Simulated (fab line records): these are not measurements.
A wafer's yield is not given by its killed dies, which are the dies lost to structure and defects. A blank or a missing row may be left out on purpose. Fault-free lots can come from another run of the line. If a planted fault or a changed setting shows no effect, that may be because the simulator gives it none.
Comparing a struck lot with a sound one / flow n5_finfet / 38 out of 1938 route steps
Sound: wafers L338.1, L338.4, L338.5. Struck: wafer L324.1. (L324.6 of the same lot was not struck and is left out.) The cause comes at the end.
Order at every step that has rows: each side's tool, ch and its chambers, its first start. Under that, the readings that differ: sound wafers / struck wafers / difference of the means / sigmas: that difference in standard deviations of wafers without a fault.
alike: readings with means less than 2 such deviations apart, plus words and numbers identical on both sides. not compared: withheld readings, readings lacking a value on some wafer, bounds such as >300 that could conceal the same value, and numbers that have no deviation in the record and whose values overlap.
A row with sigmas, a row that says differs or no value, or rows on one side alone: a step with any of these is where the two part. Numbers that don't overlap but have no deviation are shown without sigmas and don't part them. A reading missing from all wafers of one side parts the sides only when that side holds two or more wafers.

first, 9 steps without rows for these wafers: N5_BEOL_M3_ANNEAL_95 (time 240 s); N5_BEOL_M3_SPUTTER_96 (material Cu, target thk 4.5 nm, time 8.29 s); N5_BEOL_M3_ECD_50 (material Cu, target thk 300 nm); N5_BEOL_M3_ANNEAL_51 (time 90 s); N5_BEOL_M3_CMP_52 (polishes, stops on SiOC, t overpolish 6.8 s, target thk 40 nm); N5_BEOL_M3_PRE_CLEAN_60 (time 15 s); N5_BEOL_M3_CO_CAP_55 (material Co, precursor CCTBA/H2, target thk 2 nm, time 102.1 s); N5_BEOL_M3_PRE_CLEAN_56 (time 15 s); N5_BEOL_M3_DEP_57 (deposits SiCN from 3MS/NH3, target thk 8 nm, time 14 s).
N5_BEOL_M4_ILD_DEP_00: deposits SiOC from DEMS/O2, target thk 79 nm, time 15.3 s.
  sound on pecvd-03 ch 0,2, day 13 14:01; struck on pecvd-03 ch 0, day 9 09:42
reading=model.SiOC_of_BEOL_M4_ILD_DEP_00.thk_nm (nm); sound=80.8 80.6 81; struck=125.8; difference=+45.0; sigmas=
  alike: chamber_pressure_Torr, heater_power_w, showerhead_plenum_p_Torr, throttle_valve_pct
N5_BEOL_M4_THK_MEAS_01:
  sound on film_metro-01 at day 13 14:05; struck on film_metro-01 at day 9 09:46
reading=M4_ILD_THK (nm); sound=80.8 80.5 81.0; struck=125.7; difference=+44.9; sigmas=+41
then, 24 steps without rows for these wafers: N5_BEOL_M4_PECVD_72 (deposits SiO2 from TEOS/O2, target thk 16 nm, time 18 s); N5_BEOL_M4_HM_DEP_02 (deposits TiN, target thk 20 nm); N5_BEOL_M4_COAT_61 (time 60 s, resist thk 60 nm); N5_BEOL_M4_COAT_62 (time 60 s, resist thk 12 nm); N5_BEOL_M4_COAT_73 (time 60 s, resist thk 5 nm); N5_BEOL_M4_COAT_05 (resist thk 30 nm); N5_BEOL_M4_EBR_07; N5_BEOL_M4_SOFTBAKE_06 (time 60 s); N5_BEOL_M4_EXPOSE_08 (exposes mask M4); N5_BEOL_M4_PEB_09 (peb time 60 s); N5_BEOL_M4_DEVELOP_10 (develop time 30 s); N5_BEOL_M4_DESCUM_16 (chemistry O2, time 7 s); N5_BEOL_M4_ETCH_74 (etches underlayer in N2/H2, target depth 6.5 nm, time 5.2 s); N5_BEOL_M4_ETCH_63 (etches SiARC in CF4, target depth 15.6 nm, time 26 s); N5_BEOL_M4_ETCH_64 (etches SOC in N2/H2, target depth 75 nm, overetch 22.5 nm, time 121.9 s); N5_BEOL_M4_STRIP_65 (strips in N2/H2); N5_BEOL_M4_STRIP_75 (strips in N2/H2); N5_BEOL_M4_STRIP_66 (strips in CF4); N5_BEOL_M4_HM_OPEN_17 (chemistry Cl2/BCl3, target TiN, target depth 20 nm, overetch 6 nm); N5_BEOL_M4_STRIP_19 (strips in O2); N5_BEOL_M4_COAT_67 (time 60 s, resist thk 60 nm); N5_BEOL_M4_COAT_68 (time 60 s, resist thk 12 nm); N5_BEOL_M4_COAT_76 (time 60 s, resist thk 5 nm); N5_BEOL_M4_COAT_22 (resist thk 30 nm).
N5_BEOL_M4_CMP_52: polishes, stops on SiOC, t overpolish 6.8 s, target thk 40 nm.
  sound on cmp-01 ch 0,2, day 14 00:23; struck on cmp-04 ch 0, day 9 17:10
reading=model.SiOC_of_BEOL_M4_ILD_DEP_00.thk_nm (nm); sound=77.8 77.6 78; struck=122.8; difference=+45.0; sigmas=
  alike: motor_current_A
N5_BEOL_M4_RC_MEAS_101:
  the record has rows for the sound wafers here (prober-02 ch 0, day 14 00:58) and none for the struck ones
-- a jump in the record: the struck wafers' starts before and after are 5 days apart (it breaks off in module BEOL_M4 and resumes in module PASSIVATION, where the first step shown is number 1936 of the route) --
N5_PASSIVATION_PROBE_49:
  only the struck wafers here have rows in the record (prober-01, day 14 11:59); the sound ones have none

== WHERE THEY PART ==
Last at N5_PASSIVATION_PROBE_49 as far as this record goes, first at N5_BEOL_M4_THK_MEAS_01.

WHY: whatever the simulator had introduced
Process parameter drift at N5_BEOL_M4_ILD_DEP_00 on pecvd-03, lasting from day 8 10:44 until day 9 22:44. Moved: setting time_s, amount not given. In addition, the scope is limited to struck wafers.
